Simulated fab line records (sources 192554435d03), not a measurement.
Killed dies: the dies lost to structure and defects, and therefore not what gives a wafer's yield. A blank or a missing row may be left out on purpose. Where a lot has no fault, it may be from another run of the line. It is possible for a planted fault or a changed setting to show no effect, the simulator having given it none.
Chamber matching :: flow n5_finfet :: N5_BEOL_M2_DESCUM_33 on rie_diel-04 has 4 sister chambers
The step chemistry O2, time 7 s. 24 wafers are shown with their chamber, then 12 later ones without.

## WAFERS, EACH WITH ITS CHAMBER
wafer: L076.2
chamber: 2
drypump_motor_current_A (A): 5.7
showerhead_plenum_p_Torr (Torr): 2.09
throttle_valve_pct (%): 20.14

wafer: L076.5
chamber: 0
drypump_motor_current_A (A): 5.1
showerhead_plenum_p_Torr (Torr): 2.06
throttle_valve_pct (%): 20.70

wafer: L076.6
chamber: 1
drypump_motor_current_A (A): 6.3
showerhead_plenum_p_Torr (Torr): 2.14
throttle_valve_pct (%): 20.46

wafer: L078.1
chamber: 1
drypump_motor_current_A (A): 6.3
showerhead_plenum_p_Torr (Torr): 2.14
throttle_valve_pct (%): 20.44

wafer: L078.4
chamber: 0
drypump_motor_current_A (A): 5.1
showerhead_plenum_p_Torr (Torr): 2.06
throttle_valve_pct (%): 20.69

wafer: L078.6
chamber: 2
drypump_motor_current_A (A): 5.7
showerhead_plenum_p_Torr (Torr): 2.08
throttle_valve_pct (%): 20.13

wafer: L080.2
chamber: 1
drypump_motor_current_A (A): 6.3
showerhead_plenum_p_Torr (Torr): 2.14
throttle_valve_pct (%): 20.46

wafer: L080.4
chamber: 0
drypump_motor_current_A (A): 5.1
showerhead_plenum_p_Torr (Torr): 2.06
throttle_valve_pct (%): 20.73

wafer: L080.5
chamber: 3
drypump_motor_current_A (A): 5.6
showerhead_plenum_p_Torr (Torr): 2.15
throttle_valve_pct (%): 20.50

wafer: L082.1
chamber: 0
drypump_motor_current_A (A): 5.1
showerhead_plenum_p_Torr (Torr): 2.06
throttle_valve_pct (%): 20.71

wafer: L082.2
chamber: 3
drypump_motor_current_A (A): 5.6
showerhead_plenum_p_Torr (Torr): 2.15
throttle_valve_pct (%): 20.52

wafer: L082.3
chamber: 2
drypump_motor_current_A (A): 5.7
showerhead_plenum_p_Torr (Torr): 2.08
throttle_valve_pct (%): 20.14

wafer: L082.4
chamber: 1
drypump_motor_current_A (A): 6.3
showerhead_plenum_p_Torr (Torr): 2.14
throttle_valve_pct (%): 20.46

wafer: L082.5
chamber: 0
drypump_motor_current_A (A): 5.1
showerhead_plenum_p_Torr (Torr): 2.06
throttle_valve_pct (%): 20.73

wafer: L082.6
chamber: 3
drypump_motor_current_A (A): 5.6
showerhead_plenum_p_Torr (Torr): 2.15
throttle_valve_pct (%): 20.52

wafer: L087.1
chamber: 3
drypump_motor_current_A (A): 5.6
showerhead_plenum_p_Torr (Torr): 2.14
throttle_valve_pct (%): 20.53

wafer: L087.2
chamber: 2
drypump_motor_current_A (A): 5.7
showerhead_plenum_p_Torr (Torr): 2.08
throttle_valve_pct (%): 20.16

wafer: L087.6
chamber: 2
drypump_motor_current_A (A): 5.7
showerhead_plenum_p_Torr (Torr): 2.08
throttle_valve_pct (%): 20.17

wafer: L088.1
chamber: 3
drypump_motor_current_A (A): 5.7
showerhead_plenum_p_Torr (Torr): 2.14
throttle_valve_pct (%): 20.54

wafer: L088.5
chamber: 3
drypump_motor_current_A (A): 5.6
showerhead_plenum_p_Torr (Torr): 2.14
throttle_valve_pct (%): 20.53

wafer: L088.6
chamber: 2
drypump_motor_current_A (A): 5.7
showerhead_plenum_p_Torr (Torr): 2.07
throttle_valve_pct (%): 20.17

wafer: L090.2
chamber: 3
drypump_motor_current_A (A): 5.7
showerhead_plenum_p_Torr (Torr): 2.14
throttle_valve_pct (%): 20.54

wafer: L090.3
chamber: 0
drypump_motor_current_A (A): 5.1
showerhead_plenum_p_Torr (Torr): 2.06
throttle_valve_pct (%): 20.29

wafer: L090.6
chamber: 0
drypump_motor_current_A (A): 5.1
showerhead_plenum_p_Torr (Torr): 2.06
throttle_valve_pct (%): 20.29

SIGNATURES, as means of the wafers listed above
reading: drypump_motor_current_A
chamber 0: 5.100
chamber 1: 6.300
chamber 2: 5.700
chamber 3: 5.629
scatter within a chamber: 0.0267

reading: showerhead_plenum_p_Torr
chamber 0: 2.0600
chamber 1: 2.1400
chamber 2: 2.0800
chamber 3: 2.1443
scatter within a chamber: 0.00431

reading: throttle_valve_pct
chamber 0: 20.5914
chamber 1: 20.4550
chamber 2: 20.1517
chamber 3: 20.5257
scatter within a chamber: 0.114
Rule: distance of a wafer from a chamber = root of the sum over the readings of ((wafer's reading minus chamber's mean) / reading's scatter) squared. The wafer belongs to the nearest chamber; if the next one is less than 2 further off, it can't be placed. How the scatter is found: for the shown wafers, subtract from each reading the mean of its chamber, square and add these, divide the total by (wafers less chambers), then take the root.

## WAFERS MISSING THEIR CHAMBER
wafer: L092.3
drypump_motor_current_A (A): 5.7
showerhead_plenum_p_Torr (Torr): 2.07
throttle_valve_pct (%): 20.19

wafer: L092.5
drypump_motor_current_A (A): 5.7
showerhead_plenum_p_Torr (Torr): 2.07
throttle_valve_pct (%): 20.20

wafer: L092.6
drypump_motor_current_A (A): 5.6
showerhead_plenum_p_Torr (Torr): 2.14
throttle_valve_pct (%): 20.54

wafer: L093.1
drypump_motor_current_A (A): 5.1
showerhead_plenum_p_Torr (Torr): 2.06
throttle_valve_pct (%): 20.32

wafer: L093.2
drypump_motor_current_A (A): 5.7
showerhead_plenum_p_Torr (Torr): 2.07
throttle_valve_pct (%): 20.20

wafer: L093.3
drypump_motor_current_A (A): 5.7
showerhead_plenum_p_Torr (Torr): 2.14
throttle_valve_pct (%): 20.56

wafer: L093.4
drypump_motor_current_A (A): 5.7
showerhead_plenum_p_Torr (Torr): 2.14
throttle_valve_pct (%): 20.54

wafer: L093.5
drypump_motor_current_A (A): 5.1
showerhead_plenum_p_Torr (Torr): 2.05
throttle_valve_pct (%): 20.33

wafer: L093.6
drypump_motor_current_A (A): 5.7
showerhead_plenum_p_Torr (Torr): 2.07
throttle_valve_pct (%): 20.17

wafer: L094.1
drypump_motor_current_A (A): 5.1
showerhead_plenum_p_Torr (Torr): 2.05
throttle_valve_pct (%): 20.33

wafer: L094.3
drypump_motor_current_A (A): 5.7
showerhead_plenum_p_Torr (Torr): 2.07
throttle_valve_pct (%): 20.21

wafer: L094.4
drypump_motor_current_A (A): 5.7
showerhead_plenum_p_Torr (Torr): 2.14
throttle_valve_pct (%): 20.55

## EACH ONE'S CHAMBER
wafer: L092.3
from the rows above: 2
in truth: 2

wafer: L092.5
from the rows above: 2
in truth: 2

wafer: L092.6
from the rows above: 3
in truth: 3

wafer: L093.1
from the rows above: 0
in truth: 0

wafer: L093.2
from the rows above: 2
in truth: 2

wafer: L093.3
from the rows above: 3
in truth: 3

wafer: L093.4
from the rows above: 3
in truth: 3

wafer: L093.5
from the rows above: 0
in truth: 0

wafer: L093.6
from the rows above: 2
in truth: 2

wafer: L094.1
from the rows above: 0
in truth: 0

wafer: L094.3
from the rows above: 2
in truth: 2

wafer: L094.4
from the rows above: 3
in truth: 3
Placed correctly: 12 of 12. From these rows, 0 cannot be placed. 0 placed wrongly.
